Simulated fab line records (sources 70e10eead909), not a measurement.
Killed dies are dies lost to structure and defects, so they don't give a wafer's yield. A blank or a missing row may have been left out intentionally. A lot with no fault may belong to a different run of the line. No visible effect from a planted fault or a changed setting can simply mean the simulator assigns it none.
Matching of chambers ; flow nand-harc ; 4 sister chambers for NHARC_A_BLC_ETCH_16 on rie-diel-12
The step etches the open film in CF4, target depth 39 nm, time 65 s. 8 wafers are shown with their chamber, then 7 later ones without.

WAFERS WITH THEIR CHAMBER
wafer;chamber;showerhead-plenum-p-Torr (Torr);drypump-motor-current-A (A)
L348.3;1;1.75;6.6
L353.5;3;1.65;5.1
L353.6;0;1.72;6.0
L355.3;0;1.72;6.0
L355.4;2;1.70;5.2
L360.1;3;1.65;5.1
L368.1;1;1.75;6.6
L368.2;2;1.69;5.1

WAFERS MISSING THEIR CHAMBER
wafer;showerhead-plenum-p-Torr (Torr);drypump-motor-current-A (A)
L368.3;1.64;5.1
L367.1;1.64;5.1
L367.2;1.69;5.2
L367.5;1.69;5.2
L369.2;1.69;5.2
L369.3;1.71;6.0
L369.5;1.64;5.1

WHICH CHAMBER EACH WENT THROUGH
wafer;from the rows above;in truth
L368.3;3;3
L367.1;3;3
L367.2;2;2
L367.5;2;2
L369.2;2;2
L369.3;0;0
L369.5;3;3
Correctly placed: 7 of 7. Not placeable from these rows: 0. 0 placed wrongly.
How it was worked out, from the rows above alone: a wafer's distance from a chamber is the root of the sum, over the readings, of the square of ((its reading less the chamber's mean) divided by the reading's scatter). If the next closest chamber is less than 2 further off than the closest, the wafer can't be placed; otherwise it belongs to the closest. For every chamber, the mean is computed from those of its wafers that are shown. The scatter is the square root of a quotient: the sum, over the shown wafers, of each reading's squared deviation from its chamber's mean, divided by wafers minus chambers.
